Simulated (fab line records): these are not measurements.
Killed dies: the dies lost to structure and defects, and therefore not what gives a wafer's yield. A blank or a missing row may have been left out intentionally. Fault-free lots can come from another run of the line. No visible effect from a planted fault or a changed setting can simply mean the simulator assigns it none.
fab line records ; flow n5Finfet ; part 1 of 2: steps 1 to 4 of 6
record: lots: 21; wafers: 63; lastDay: 18
route steps=1938 shown MOL_CONTACT_COAG@587 BEOL_M0_SAQP@650
lots untouched by any fault: they come from a run of this same line in which no faults occurred
startH: start of the lot's first displayed wafer, in hours after the record's first day ; waitH: hours from the lot's prior step to this one ; " same as the row above ; L1.1+2: a row that stands for several wafers ; - value missing, or start not given ; * or withheld: withheld ; < > ~ a bound
route shown NAME@n: NAME is a module with steps in the file, n the number in the route of the first one ; usual: mean/standard deviation of fault-free wafers ; same: alike in all rows ; chamber/n: place in a boat ; sites: each site's reading ; _std_site: standard deviation across them ; _edge_site: inner sites' mean taken away from outer sites' mean ; radiusMm: how far each site lies from the wafer's centre ; mask NAME#n: copy n ; behind: the most recent tool/chamber to have shaped the wafer ; hold: what put the lot on hold/how long, in hours/how the hold closed ; device: transistor that didn't switch, given as n, p or np ; end of line: tests of these same wafers at the route's end ; for a step that has no rows: nothing shown but its recipe ; killed: count of dies lost to structure and defects at first sort (not the wafer's yield) ; map: a wafer's dies, marking killed ones x, the rest . and places with no die _
set.NAME: the setting as run; set.NAME@STEP: as run at that earlier step ; model.NAME: the simulator's own value behind a step, which no gauge read
steps of the route over a sample of lots; a table a step, a row a wafer
services: when a tool's chamber went out of use (startH, in hours from the record's first day, below 0 if earlier), for how many hours, and the reason
== steps ==
step: N5_MOL_CONTACT_COAG_STRIP_96
recipe: chemistry: N2/H2; powerW: 500; tempC: 40; pressureMtorr: 50; rfFrequencyHz: 6e+07; overashFraction: 0.3; biasPowerW: 28; h2Frac: 0.5; n2FlowSccm: 300; h2FlowSccm: 300
usual: drypumpMotorCurrentA: 5.7/0.42; oesProductAu: 0.76/0.092; rfVppV: 121.5/1.1; showerheadPlenumPTorr: 3.29/0.1; throttleValvePct: 19.0/0.46
lot.wafer;tool;chamber;startH;waitH;drypumpMotorCurrentA;oesProductAu;rfHoursCounterH;rfVppV;showerheadPlenumPTorr;throttleValvePct
L074.3;rieDiel-04;3;100.77;0.0;5.4;0.96;5;122.0;3.29;18.3
L074.5;rieDiel-04;3;100.77;0.0;5.4;0.95;-;122.1;3.29;18.3
L074.6;rieDiel-04;0;100.77;0.0;5.7;0.70;-;120.4;3.20;19.4
L075.2;rieDiel-04;1;105.15;0.0;5.3;0.72;162;121.4;3.23;18.3
L075.4;rieDiel-04;3;105.15;0.0;5.3;0.95;6;121.3;3.29;18.3
L075.6;rieDiel-04;1;105.15;0.0;5.3;0.72;-;121.2;3.23;18.3
L076.1;rieDiel-04;1;109.40;0.0;5.2;0.73;164;121.6;3.23;18.3
L076.4;rieDiel-04;0;109.40;0.0;5.6;0.70;215;121.6;3.20;19.4
L076.5;rieDiel-04;3;109.40;0.0;5.4;0.93;-;121.1;3.29;18.3
L077.1;rieDiel-05;3;117.60;0.0;5.6;0.69;250;121.5;3.33;20.1
L077.4;rieDiel-05;3;117.60;0.0;5.6;0.69;-;121.8;3.33;20.1
L077.6;rieDiel-05;0;117.60;0.0;5.7;0.70;-;120.2;3.16;18.7
L078.1;rieDiel-06;2;124.97;0.0;5.4;0.70;177;122.7;3.24;19.6
L078.5;rieDiel-06;1;124.97;0.0;6.0;0.71;-;120.4;3.32;19.2
L078.6;rieDiel-06;2;124.97;0.0;5.5;0.70;-;122.9;3.24;19.6
L080.1;rieDiel-05;1;137.32;0.0;6.1;0.89;28;120.9;3.32;18.8
L080.3;rieDiel-05;0;137.32;0.0;5.7;0.69;226;121.1;3.16;18.7
L080.6;rieDiel-05;1;137.32;0.0;6.1;0.89;-;120.9;3.32;18.8
L081.1;rieDiel-05;0;143.58;0.0;5.8;0.69;228;121.8;3.16;18.7
L081.2;rieDiel-05;1;143.58;0.0;6.1;0.89;30;120.9;3.32;18.8
L081.5;rieDiel-05;1;143.58;0.0;6.1;0.89;-;122.1;3.32;18.8
L082.3;rieDiel-06;1;149.97;0.0;6.0;0.70;225;121.1;3.32;19.2
L082.4;rieDiel-06;2;149.97;0.0;5.5;0.69;187;121.7;3.23;19.6
L082.6;rieDiel-06;2;149.97;0.0;5.5;0.70;-;119.2;3.23;19.6
L083.2;rieDiel-06;1;152.55;0.0;6.0;0.71;227;122.0;3.31;19.2
L083.4;rieDiel-06;2;152.55;0.0;5.5;0.70;188;121.6;3.23;19.6
L083.6;rieDiel-06;2;152.55;0.0;5.4;0.70;-;120.2;3.23;19.6
L084.2;rieDiel-04;0;157.77;0.0;5.6;0.70;232;121.5;3.19;19.4
L084.3;rieDiel-04;1;157.77;0.0;5.2;0.71;180;120.1;3.22;18.4
L084.4;rieDiel-04;3;157.77;0.0;5.3;0.90;25;119.6;3.28;18.3
L086.2;rieDiel-04;0;174.38;0.0;5.6;0.69;238;119.9;3.19;19.5
L086.3;rieDiel-04;3;174.38;0.0;5.4;0.88;31;121.9;3.28;18.3
L086.5;rieDiel-04;1;174.38;0.0;5.2;0.69;-;121.9;3.22;18.3
L087.1;rieDiel-06;2;176.28;0.0;5.4;0.68;196;122.0;3.23;19.6
L087.4;rieDiel-06;3;176.28;0.0;6.5;0.86;53;122.4;3.28;18.9
L087.5;rieDiel-06;1;176.28;0.0;6.0;0.70;-;122.5;3.31;19.2
L088.2;rieDiel-04;3;184.83;0.0;5.4;0.89;35;121.3;3.28;18.3
L088.4;rieDiel-04;0;184.83;0.0;5.6;0.69;242;121.4;3.19;19.5
L088.5;rieDiel-04;3;184.83;0.0;5.4;0.90;-;121.5;3.28;18.3
L089.1;rieDiel-05;0;191.46;0.1;5.7;0.66;251;119.7;3.14;18.7
L089.5;rieDiel-05;2;191.46;0.1;5.1;0.70;-;122.7;3.47;18.8
L089.6;rieDiel-05;0;191.46;0.1;5.7;0.67;-;120.5;3.14;18.8
L090.3;rieDiel-06;1;196.55;0.0;6.0;0.69;243;120.9;3.31;19.2
L090.4;rieDiel-06;1;196.55;0.0;6.0;0.69;-;122.4;3.30;19.2
L090.6;rieDiel-06;2;196.55;0.0;5.5;0.69;-;121.6;3.23;19.6
L091.1;rieDiel-06;3;201.26;0.0;6.5;0.85;62;120.5;3.27;18.9
L091.5;rieDiel-06;1;201.26;0.0;6.0;0.69;-;121.5;3.30;19.2
L091.6;rieDiel-06;2;201.26;0.0;5.4;0.68;-;121.5;3.22;19.6
L092.1;rieDiel-04;2;209.21;0.1;5.8;0.70;190;121.5;3.49;19.2
L092.3;rieDiel-04;3;209.21;0.1;5.3;0.86;-;123.5;3.27;18.4
L092.4;rieDiel-04;2;209.21;0.1;5.8;0.70;-;122.3;3.49;19.2
L094.2;rieDiel-06;3;220.61;0.0;6.5;0.84;69;122.3;3.27;18.9
L094.4;rieDiel-06;2;220.61;0.0;5.5;0.68;-;119.5;3.22;19.6
L094.5;rieDiel-06;3;220.61;0.0;6.5;0.84;-;120.7;3.27;18.9
L095.3;rieDiel-04;2;227.09;0.0;5.8;0.70;199;122.1;3.48;19.2
L095.5;rieDiel-04;2;227.09;0.0;5.8;0.70;-;121.2;3.48;19.2
L095.6;rieDiel-04;1;227.09;0.0;5.2;0.69;-;120.8;3.20;18.4
L096.1;rieDiel-05;0;236.10;0.0;5.7;0.94;6;123.7;3.54;18.3
L096.4;rieDiel-05;2;236.10;0.0;5.1;0.69;231;122.1;3.47;18.8
L096.5;rieDiel-05;0;236.10;0.0;5.7;0.93;-;122.7;3.54;18.3
L097.1;rieDiel-06;0;241.64;0.0;6.6;0.95;5;120.9;3.27;18.6
L097.5;rieDiel-06;3;241.64;0.0;6.5;0.81;-;122.4;3.26;18.9
L097.6;rieDiel-06;2;241.64;0.0;5.4;0.67;-;123.5;3.21;19.7
step: N5_MOL_CONTACT_COAG_ETCH_66
recipe: chemistry: CF4; target: SiARC; targetDepthA: 130; maskMaterial: CAR-EUV; timeS: 21.7; ionEnergyEv: 80; pressureMtorr: 40; sourceW: 545; biasW: 36; Ar_flow_sccm: 100; cf4FlowSccm: 100; ends: cleared
usual: drypumpMotorCurrentA: 5.7/0.43; etchRfOnTimeS: 21.5/0.68; oesProductAu: 0.66/0.085; rfVppV: 183.7/1.3; showerheadPlenumPTorr: 2.10/0.072; throttleValvePct: 15.57/0.28
lot.wafer;tool;chamber;startH;waitH;drypumpMotorCurrentA;etchRfOnTimeS;oesProductAu;rfHoursCounterH;rfVppV;showerheadPlenumPTorr;throttleValvePct
L074.3;rieDiel-05;1;101.56;0.0;6.1;21.2;0.79;14;182.9;2.11;15.16
L074.5;rieDiel-05;0;101.56;0.0;5.7;21.8;0.60;-;184.7;2.04;15.81
L074.6;rieDiel-05;1;101.56;0.0;6.1;21.0;0.79;-;183.6;2.11;15.19
L075.2;rieDiel-04;0;106.06;0.0;5.6;21.8;0.59;214;183.5;2.04;15.55
L075.4;rieDiel-04;1;106.06;0.0;5.2;22.4;0.62;162;183.0;2.06;15.34
L075.6;rieDiel-04;2;106.06;0.0;5.8;21.9;0.63;-;184.9;2.21;15.67
L076.1;rieDiel-04;2;110.21;0.0;5.8;21.5;0.64;157;185.9;2.21;15.66
L076.4;rieDiel-04;0;110.21;0.0;5.6;21.7;0.59;216;182.0;2.04;15.54
L076.5;rieDiel-04;0;110.21;0.0;5.6;21.7;0.60;-;182.8;2.04;15.55
L077.1;rieDiel-06;2;118.49;0.0;5.5;22.2;0.62;174;182.0;2.03;15.66
L077.4;rieDiel-06;2;118.49;0.0;5.4;22.1;0.63;-;184.2;2.03;15.65
L077.6;rieDiel-06;3;118.49;0.0;6.4;20.4;0.80;-;182.6;2.07;15.29
L078.1;rieDiel-06;3;126.03;0.0;6.5;20.2;0.79;35;183.7;2.07;15.28
L078.5;rieDiel-06;1;126.03;0.0;6.0;20.5;0.62;-;182.8;2.11;15.93
L078.6;rieDiel-06;3;126.03;0.0;6.5;20.3;0.79;-;183.9;2.07;15.29
L080.1;rieDiel-04;3;138.21;0.0;5.3;21.4;0.78;18;185.4;2.10;15.11
L080.3;rieDiel-04;0;138.21;0.0;5.6;21.8;0.59;225;184.7;2.04;15.59
L080.6;rieDiel-04;1;138.21;0.0;5.2;21.9;0.62;-;183.2;2.06;15.35
L081.1;rieDiel-04;0;144.49;0.0;5.6;21.8;0.59;228;183.3;2.04;15.57
L081.2;rieDiel-04;3;144.49;0.0;5.3;21.4;0.78;20;182.4;2.10;15.12
L081.5;rieDiel-04;0;144.49;0.0;5.6;21.8;0.59;-;183.4;2.04;15.56
L082.3;rieDiel-05;0;151.15;0.0;5.7;22.1;0.59;232;180.7;2.03;15.86
L082.4;rieDiel-05;2;151.15;0.0;5.1;22.7;0.61;-;185.9;2.24;15.60
L082.6;rieDiel-05;1;151.15;0.0;6.1;21.6;0.75;-;185.4;2.10;15.22
L083.2;rieDiel-05;0;154.08;0.0;5.7;21.7;0.59;234;181.5;2.03;15.86
L083.4;rieDiel-05;1;154.08;0.0;6.1;21.1;0.75;-;184.7;2.10;15.23
L083.6;rieDiel-05;2;154.08;0.0;5.1;22.3;0.60;-;187.0;2.24;15.63
L084.2;rieDiel-06;3;158.72;0.0;6.5;20.2;0.78;47;184.0;2.06;15.31
L084.3;rieDiel-06;1;158.72;0.0;6.0;20.6;0.61;229;183.4;2.11;15.98
L084.4;rieDiel-06;2;158.72;0.0;5.4;22.0;0.61;190;183.5;2.03;15.68
L086.2;rieDiel-05;1;175.44;0.0;6.1;21.3;0.74;44;182.6;2.10;15.24
L086.3;rieDiel-05;0;175.44;0.0;5.7;21.8;0.59;242;183.5;2.03;15.87
L086.5;rieDiel-05;1;175.44;0.0;6.1;21.2;0.74;-;183.7;2.10;15.24
L087.1;rieDiel-04;3;177.45;0.0;5.3;21.2;0.77;32;183.0;2.09;15.15
L087.4;rieDiel-04;1;177.45;0.0;5.2;22.3;0.61;186;183.1;2.05;15.38
L087.5;rieDiel-04;0;177.45;0.0;5.6;22.0;0.58;-;181.9;2.04;15.61
L088.2;rieDiel-06;3;185.99;0.0;6.5;20.5;0.75;56;182.7;2.06;15.33
L088.4;rieDiel-06;1;185.99;0.0;6.0;20.8;0.60;238;185.6;2.10;16.00
L088.5;rieDiel-06;1;185.99;0.0;6.0;20.9;0.60;-;183.0;2.10;16.02
L089.1;rieDiel-06;0;192.28;0.0;6.6;22.2;0.59;249;183.1;2.13;16.04
L089.5;rieDiel-06;3;192.28;0.0;6.5;20.6;0.75;-;184.2;2.06;15.35
L089.6;rieDiel-06;2;192.28;0.0;5.4;22.3;0.60;-;184.4;2.02;15.69
L090.3;rieDiel-05;0;197.31;0.0;5.7;22.0;0.58;253;183.2;2.03;15.89
L090.4;rieDiel-05;0;197.31;0.0;5.8;21.8;0.57;-;182.6;2.03;15.89
L090.6;rieDiel-05;2;197.31;0.0;5.1;22.4;0.59;-;185.1;2.23;15.64
L091.1;rieDiel-06;2;202.15;0.0;5.4;21.8;0.60;206;184.3;2.02;15.70
L091.5;rieDiel-06;1;202.15;0.0;6.0;20.8;0.59;-;182.0;2.10;16.03
L091.6;rieDiel-06;2;202.15;0.0;5.4;22.0;0.60;-;181.3;2.02;15.71
L092.1;rieDiel-06;1;210.47;0.0;6.0;20.7;0.59;249;183.2;2.10;16.02
L092.3;rieDiel-06;3;210.47;0.0;6.5;20.0;0.76;66;184.7;2.06;15.35
L092.4;rieDiel-06;3;210.47;0.0;6.5;19.9;0.76;-;183.6;2.06;15.35
L094.2;rieDiel-05;0;221.38;0.0;5.7;21.5;0.82;2;185.8;2.28;15.37
L094.4;rieDiel-05;1;221.38;0.0;6.0;20.9;0.72;-;184.5;2.09;15.26
L094.5;rieDiel-05;2;221.38;0.0;5.1;22.1;0.60;-;185.9;2.23;15.66
L095.3;rieDiel-06;2;227.92;0.0;5.4;22.0;0.59;218;182.0;2.02;15.74
L095.5;rieDiel-06;2;227.92;0.0;5.5;22.1;0.60;-;184.8;2.02;15.73
L095.6;rieDiel-06;3;227.92;0.0;6.5;20.2;0.75;-;183.4;2.05;15.36
L096.1;rieDiel-05;0;237.35;0.0;5.7;21.3;0.80;7;186.7;2.28;15.37
L096.4;rieDiel-05;2;237.35;0.0;5.1;22.0;0.59;232;184.4;2.22;15.69
L096.5;rieDiel-05;3;237.35;0.0;5.6;21.6;0.84;-;184.6;2.12;15.47
L097.1;rieDiel-05;2;242.63;0.0;5.1;22.3;0.59;235;184.1;2.22;15.68
L097.5;rieDiel-05;3;242.63;0.0;5.6;21.6;0.83;-;184.2;2.12;15.46
L097.6;rieDiel-05;2;242.63;0.0;5.1;22.3;0.59;-;186.2;2.22;15.67
step: N5_BEOL_M0_SAQP_OVL_MEAS_15
recipe: pointsPerWafer: 44
usual: M0_CORE_OVL: 0.0/0.74
lot.wafer;tool;chamber;startH;waitH;M0_CORE_OVL[nm]
L074.3;overlay-01;0;107.61;0.0;0.1
L074.5;overlay-01;0;107.61;0.0;0.2
L074.6;overlay-01;0;107.61;0.0;0.6
L075.2;overlay-01;0;113.36;0.0;0.3
L075.4;overlay-01;0;113.36;0.0;1.5
L075.6;overlay-01;0;113.36;0.0;0.5
L076.1;overlay-02;0;117.20;0.0;0.5
L076.4;overlay-02;0;117.20;0.0;0.6
L076.5;overlay-02;0;117.20;0.0;0.2
L077.1;overlay-01;0;125.79;0.0;-0.3
L077.4;overlay-01;0;125.79;0.0;1.5
L077.6;overlay-01;0;125.79;0.0;0.7
L078.1;overlay-01;0;132.87;0.0;0.2
L078.5;overlay-01;0;132.87;0.0;0.1
L078.6;overlay-01;0;132.87;0.0;1.5
L080.1;overlay-02;0;145.26;0.0;-0.2
L080.3;overlay-02;0;145.26;0.0;-1.0
L080.6;overlay-02;0;145.26;0.0;1.3
L081.1;overlay-02;0;151.71;0.0;0.0
L081.2;overlay-02;0;151.71;0.0;-0.6
L081.5;overlay-02;0;151.71;0.0;-1.1
L082.3;overlay-02;0;158.08;0.0;-0.2
L082.4;overlay-02;0;158.08;0.0;-0.9
L082.6;overlay-02;0;158.08;0.0;-0.3
L083.2;overlay-02;0;162.85;0.0;-1.0
L083.4;overlay-02;0;162.85;0.0;-1.4
L083.6;overlay-02;0;162.85;0.0;-0.7
L084.2;overlay-02;0;165.70;0.0;-0.3
L084.3;overlay-02;0;165.70;0.0;0.3
L084.4;overlay-02;0;165.70;0.0;-0.4
L086.2;overlay-01;0;181.65;0.0;-1.0
L086.3;overlay-01;0;181.65;0.0;0.2
L086.5;overlay-01;0;181.65;0.0;-0.4
L087.1;overlay-01;0;186.12;0.0;2.6
L087.4;overlay-01;0;186.12;0.0;-1.1
L087.5;overlay-01;0;186.12;0.0;1.3
L088.2;overlay-02;0;192.69;0.0;1.0
L088.4;overlay-02;0;192.69;0.0;1.3
L088.5;overlay-02;0;192.69;0.0;0.4
L089.1;overlay-01;0;199.96;0.0;-0.7
L089.5;overlay-01;0;199.96;0.0;-0.4
L089.6;overlay-01;0;199.96;0.0;0.6
L090.3;overlay-01;0;205.40;0.0;-0.8
L090.4;overlay-01;0;205.40;0.0;-0.8
L090.6;overlay-01;0;205.40;0.0;-0.1
L091.1;overlay-01;0;209.44;0.0;1.0
L091.5;overlay-01;0;209.44;0.0;0.6
L091.6;overlay-01;0;209.44;0.0;-0.6
L092.1;overlay-01;0;217.32;0.0;0.5
L092.3;overlay-01;0;217.32;0.0;-0.1
L092.4;overlay-01;0;217.32;0.0;-1.2
L094.2;overlay-02;0;229.04;0.0;-0.1
L094.4;overlay-02;0;229.04;0.0;0.0
L094.5;overlay-02;0;229.04;0.0;0.1
L095.3;overlay-02;0;235.51;0.0;-0.3
L095.5;overlay-02;0;235.51;0.0;-0.6
L095.6;overlay-02;0;235.51;0.0;0.4
L096.1;overlay-02;0;243.80;0.0;0.3
L096.4;overlay-02;0;243.80;0.0;0.1
L096.5;overlay-02;0;243.80;0.0;0.8
L097.1;overlay-01;0;251.33;0.0;0.1
L097.5;overlay-01;0;251.33;0.0;-0.4
L097.6;overlay-01;0;251.33;0.0;0.4
step: N5_BEOL_M0_SAQP_ETCH_83
recipe: chemistry: CF4; target: SiARC; targetDepthA: 390; maskMaterial: CAR-ArF; timeS: 65; ionEnergyEv: 80; pressureMtorr: 40; sourceW: 545; biasW: 36; Ar_flow_sccm: 100; cf4FlowSccm: 100; ends: cleared
usual: drypumpMotorCurrentA: 5.8/0.51; etchRfOnTimeS: 64.6/1.3; oesProductAu: 0.65/0.059; rfVppV: 184.1/1.3; showerheadPlenumPTorr: 2.14/0.07; throttleValvePct: 15.70/0.27
lot.wafer;tool;chamber;startH;waitH;drypumpMotorCurrentA;etchRfOnTimeS;oesProductAu;rfHoursCounterH;rfVppV;showerheadPlenumPTorr;throttleValvePct
L074.3;rieDiel-02;0;108.00;0.0;5.2;68.8;0.74;15;183.3;2.11;15.47
L074.5;rieDiel-02;3;108.00;0.0;5.5;66.2;0.77;-;185.7;2.26;15.22
L074.6;rieDiel-02;0;108.00;0.0;5.2;69.2;0.75;-;184.3;2.12;15.47
L075.2;rieDiel-01;1;113.45;0.0;6.6;63.5;0.61;206;182.4;2.06;15.46
L075.4;rieDiel-01;2;113.45;0.0;5.7;64.1;0.62;216;184.1;2.12;16.06
L075.6;rieDiel-01;0;113.45;0.0;5.6;65.6;0.79;-;185.5;2.18;15.28
L076.1;rieDiel-01;1;117.46;0.0;6.6;62.7;0.62;206;182.2;2.06;15.46
L076.4;rieDiel-01;0;117.46;0.0;5.6;64.5;0.79;10;187.5;2.18;15.27
L076.5;rieDiel-01;0;117.46;0.0;5.6;64.6;0.80;-;183.7;2.18;15.30
L077.1;rieDiel-03;3;125.88;0.0;5.1;62.8;0.64;183;183.4;2.12;15.78
L077.4;rieDiel-03;2;125.88;0.0;5.3;63.3;0.62;213;185.4;2.21;15.84
L077.6;rieDiel-03;0;125.88;0.0;5.6;64.1;0.63;-;186.5;2.21;16.01
L078.1;rieDiel-01;1;133.11;0.0;6.6;64.2;0.61;211;182.1;2.05;15.47
L078.5;rieDiel-01;0;133.11;0.0;5.6;65.6;0.78;-;185.5;2.18;15.28
L078.6;rieDiel-01;3;133.11;0.0;6.6;65.2;0.63;-;185.6;2.22;15.78
L080.1;rieDiel-02;2;145.44;0.0;5.6;64.8;0.62;209;182.7;2.04;15.64
L080.3;rieDiel-02;1;145.44;0.0;6.2;64.7;0.63;182;184.5;2.13;15.56
L080.6;rieDiel-02;2;145.44;0.0;5.6;64.4;0.62;-;183.0;2.03;15.65
L081.1;rieDiel-03;1;151.80;0.0;5.7;64.1;0.64;174;183.1;2.05;15.79
L081.2;rieDiel-03;3;151.80;0.0;5.1;63.3;0.64;191;183.3;2.12;15.78
L081.5;rieDiel-03;1;151.80;0.0;5.7;64.0;0.64;-;181.9;2.05;15.78
L082.3;rieDiel-01;0;158.41;0.0;5.6;64.4;0.77;21;184.0;2.18;15.32
L082.4;rieDiel-01;3;158.41;0.0;6.6;65.0;0.63;162;184.3;2.22;15.83
L082.6;rieDiel-01;1;158.41;0.0;6.6;64.0;0.60;-;183.4;2.05;15.47
L083.2;rieDiel-01;1;162.94;0.0;6.6;63.3;0.61;218;182.7;2.05;15.48
L083.4;rieDiel-01;0;162.94;0.0;5.6;64.7;0.78;21;185.3;2.18;15.32
L083.6;rieDiel-01;2;162.94;0.0;5.7;64.2;0.61;-;184.4;2.12;16.08
L084.2;rieDiel-02;0;165.79;0.0;5.3;68.5;0.72;32;184.6;2.11;15.49
L084.3;rieDiel-02;2;165.79;0.0;5.6;64.1;0.61;215;182.1;2.03;15.65
L084.4;rieDiel-02;1;165.79;0.0;6.2;64.9;0.63;188;184.5;2.13;15.55
L086.2;rieDiel-03;0;181.94;0.0;5.7;64.2;0.62;221;183.7;2.20;16.05
L086.3;rieDiel-03;1;181.94;0.0;5.7;63.4;0.64;183;183.2;2.04;15.80
L086.5;rieDiel-03;3;181.94;0.0;5.1;62.6;0.63;-;184.2;2.11;15.81
L087.1;rieDiel-03;1;186.21;0.0;5.7;64.3;0.64;185;183.3;2.04;15.80
L087.4;rieDiel-03;3;186.21;0.0;5.1;63.5;0.63;200;183.9;2.11;15.81
L087.5;rieDiel-03;2;186.21;0.0;5.3;63.4;0.60;-;185.5;2.20;15.88
L088.2;rieDiel-03;1;192.81;0.0;5.7;63.4;0.65;186;182.8;2.04;15.81
L088.4;rieDiel-03;0;192.81;0.0;5.6;64.0;0.62;225;185.2;2.20;16.06
L088.5;rieDiel-03;0;192.81;0.0;5.6;63.1;0.62;-;184.3;2.20;16.06
L089.1;rieDiel-02;2;200.07;0.0;5.6;64.8;0.61;226;182.8;2.03;15.66
L089.5;rieDiel-02;0;200.07;0.0;5.2;68.5;0.70;-;182.4;2.11;15.53
L089.6;rieDiel-02;3;200.07;0.0;5.5;65.4;0.75;-;185.2;2.25;15.29
L090.3;rieDiel-03;2;205.77;0.0;5.3;64.1;0.60;237;185.4;2.20;15.91
L090.4;rieDiel-03;3;205.77;0.0;5.1;63.8;0.62;207;184.0;2.11;15.82
L090.6;rieDiel-03;2;205.77;0.0;5.3;64.5;0.59;-;184.9;2.20;15.89
L091.1;rieDiel-01;0;209.68;0.0;5.5;64.6;0.75;36;183.0;2.17;15.34
L091.5;rieDiel-01;2;209.68;0.0;5.7;63.9;0.61;-;184.4;2.11;16.12
L091.6;rieDiel-01;1;209.68;0.0;6.6;64.4;0.59;-;181.9;2.05;15.51
L092.1;rieDiel-01;1;217.63;0.0;6.6;63.8;0.59;237;183.7;2.05;15.51
L092.3;rieDiel-01;2;217.63;0.0;5.7;64.6;0.59;248;185.5;2.11;16.12
L092.4;rieDiel-01;3;217.63;0.0;6.6;65.5;0.61;182;184.3;2.21;15.84
L094.2;rieDiel-01;3;229.13;0.0;6.6;64.8;0.61;184;185.0;2.21;15.86
L094.4;rieDiel-01;0;229.13;0.0;5.6;64.9;0.74;45;184.7;2.17;15.34
L094.5;rieDiel-01;1;229.13;0.0;6.6;62.9;0.60;-;181.9;2.04;15.52
L095.3;rieDiel-01;2;235.60;0.0;5.7;65.0;0.60;254;182.9;2.11;16.12
L095.5;rieDiel-01;3;235.60;0.0;6.6;65.7;0.61;-;184.3;2.21;15.84
L095.6;rieDiel-01;2;235.60;0.0;5.7;65.5;0.60;-;185.0;2.11;16.14
L096.1;rieDiel-03;0;244.21;0.0;5.6;64.5;0.61;241;184.2;2.19;16.08
L096.4;rieDiel-03;0;244.21;0.0;5.6;64.1;0.61;-;186.2;2.19;16.09
L096.5;rieDiel-03;1;244.21;0.0;5.7;63.8;0.63;-;182.5;2.04;15.82
L097.1;rieDiel-01;3;251.43;0.0;6.6;65.9;0.60;193;185.1;2.21;15.87
L097.5;rieDiel-01;0;251.43;0.0;5.5;65.6;0.72;-;184.8;2.17;15.39
L097.6;rieDiel-01;3;251.43;0.0;6.6;65.6;0.60;-;185.4;2.21;15.88
